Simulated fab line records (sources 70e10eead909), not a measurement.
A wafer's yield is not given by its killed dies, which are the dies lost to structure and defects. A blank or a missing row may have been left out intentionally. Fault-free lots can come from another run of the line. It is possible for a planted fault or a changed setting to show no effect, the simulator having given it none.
Matching of chambers | flow nandHarc | pecvd-04 running NHARC_P_M0_PRE_CLEAN_31: 3 sister chambers
The step time 12 s. 3 wafers are shown with their chamber, then 10 later ones without.

WAFERS WITH THEIR CHAMBER
wafer  | chamber | heaterPowerW (W)
L087.3 | 2       | 608
L090.2 | 1       | 523
L090.3 | 0       | 624

WAFERS WITHOUT THEIR CHAMBER
wafer  | heaterPowerW (W)
L090.5 | 626
L091.3 | 532
L091.4 | 600
L091.6 | 529
L092.4 | 578
L092.5 | 629
L092.6 | 528
L093.4 | 518
L093.5 | 527
L093.6 | 590

CHAMBER TAKEN BY EACH
wafer  | from the rows above     | in truth
L090.5 | can't be placed: 0 or 2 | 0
L091.3 | 1                       | 1
L091.4 | can't be placed: 2 or 0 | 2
L091.6 | 1                       | 1
L092.4 | can't be placed: 2 or 0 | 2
L092.5 | can't be placed: 0 or 2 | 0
L092.6 | 1                       | 1
L093.4 | 1                       | 1
L093.5 | 1                       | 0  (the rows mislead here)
L093.6 | can't be placed: 2 or 0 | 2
Correct placement for 4 of the 10. From these rows, 5 cannot be placed; in 5 the true chamber is one of the candidates. Wrongly placed: 1.
How it was worked out, from the rows above alone: a wafer's distance from a chamber is the root of the sum, over the readings, of the square of ((its reading less the chamber's mean) divided by the reading's scatter). The wafer belongs to the nearest chamber; if the next one is less than 2 further off, it can't be placed. The mean given for a chamber averages the wafers shown for that chamber. The scatter (one wafer shown for each chamber): square how far every hidden wafer sits from the nearest shown wafer, average those squares and take the square root.
